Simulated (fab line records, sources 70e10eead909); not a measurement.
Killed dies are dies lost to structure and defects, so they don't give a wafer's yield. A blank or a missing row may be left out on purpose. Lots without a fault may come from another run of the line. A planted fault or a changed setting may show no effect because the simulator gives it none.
A struck lot beside a sound one | flow nand_harc | 19 steps out of a route of 1302
Sound: wafers L492.1, L492.3, L492.6. Struck: wafers L497.1, L497.2, L497.4. The cause comes at the end.
At each step with rows: each side's tool, then ch and its chambers, then its first start. Under that, the readings that differ: sound wafers | struck wafers | difference of the means | sigmas: that difference in standard deviations of wafers without a fault.
alike: readings whose means differ by less than 2 such deviations, and words and numbers that are the same on both sides. not compared: withheld readings, readings that some wafer has no value for, bounds like >300 that may hide the same value, and numbers for which the record gives no deviation and whose values overlap.
The two part at a step that has a row with sigmas, a row that says differs or no value, or rows on one side only. Numbers that don't overlap but have no deviation are shown without sigmas and don't part them. A reading that every wafer of one side lacks parts them only if that side has two wafers or more.

NHARC_P_GATE_ALD_36: deposits SiNx, target thk 20 nm, pulse time 60 s, ald cycles 223.
  sound on ald_sin-02 ch 1,2,3, day 5 14:53; struck on ald_sin-03 ch 0,1,2, day 7 12:38
  alike: heater_power_w, precursor_pulse_height_rel
  not compared: since_wet_clean_h
NHARC_P_GATE_ETCHBACK_37: etches the open film in CHF3/O2, target depth 34.5 nm, time 17.2 s.
  sound on rie_diel-03 ch 0,2,3; struck on rie_diel-09 ch 0,1,3
  alike: chf3_flow_sccm, drypump_motor_current_A, oes_product_au, rf_vpp_V, showerhead_plenum_p_Torr, throttle_valve_pct
  not compared: rf_hours_counter_h
NHARC_P_GATE_STRIP_101: strips in O2, time 20 s.
  sound on rie_diel-03 ch 0,1,3, day 5 23:21; struck on rie_diel-09 ch 1,2,3, day 7 21:10
  alike: drypump_motor_current_A, oes_product_au, rf_vpp_V, showerhead_plenum_p_Torr, throttle_valve_pct
  not compared: rf_hours_counter_h
then, 9 steps without rows for these wafers: NHARC_P_GATE_PRECLEAN_97 (cleans in SPM, time 600 s); NHARC_P_GATE_SRD_98; NHARC_P_GATE_PRECLEAN_99 (cleans in SC1); NHARC_P_GATE_SRD_100; NHARC_P_GATE_DEHYDRATE_38 (time 120 s); NHARC_P_GATE_HMDS_39 (time 30 s); NHARC_P_GATE_COAT_40; NHARC_P_GATE_SOFTBAKE_41 (time 95 s); NHARC_P_GATE_EBR_42.
NHARC_P_GATE_EXPOSE_43: exposes mask P NSD, target cd 720 nm.
  sound on krf_scanner-04 ch 0, day 6 00:07; struck on krf_scanner-03 ch 0, day 7 21:55
  reading | sound                   | struck                           | difference | sigmas
  mask    | P_NSD#0 P_NSD#0 P_NSD#0 | P_NSD_R1#0 P_NSD_R1#0 P_NSD_R1#0 | differs    |
  alike: focus_offset_nm
then, 2 steps without rows for these wafers: NHARC_P_GATE_PEB_44 (peb time 85 s); NHARC_P_GATE_DEVELOP_45 (time 70 s).
NHARC_P_GATE_CD_MEAS_46: target cd 720 nm.
  sound on cd_sem-03 ch 0, day 6 00:17; struck on cd_sem-03 ch 0
  reading    | sound             | struck            | difference | sigmas
  cd_nm (nm) | 721.5 720.5 720.2 | 700.3 702.5 703.5 | -18.6      | -12
  not compared: hold
NHARC_P_GATE_DESCUM_48: chemistry O2, time 3 s.
  sound on rie_diel-11 ch 0,2, day 6 00:27; struck on rie_diel-09 ch 0,2,3, day 8 05:35
  reading                 | sound             | struck            | difference | sigmas
  model.P_GATE.cd_nm (nm) | 722.2 719.8 720.8 | 700.6 701.2 703.3 | -19.2      |
  alike: drypump_motor_current_A, oes_product_au, rf_vpp_V, showerhead_plenum_p_Torr, throttle_valve_pct
  not compared: rf_hours_counter_h
then, 1 step without rows for these wafers: NHARC_P_GATE_IMPLANT_49.
NHARC_END_SORT_01:
  the record has rows for the sound wafers here (prober-02 ch 0, day 24 19:16) and none for the struck ones

WHERE THEY PART
First at NHARC_P_GATE_EXPOSE_43; last, within this record, at NHARC_END_SORT_01.

WHY: what the simulator had put in
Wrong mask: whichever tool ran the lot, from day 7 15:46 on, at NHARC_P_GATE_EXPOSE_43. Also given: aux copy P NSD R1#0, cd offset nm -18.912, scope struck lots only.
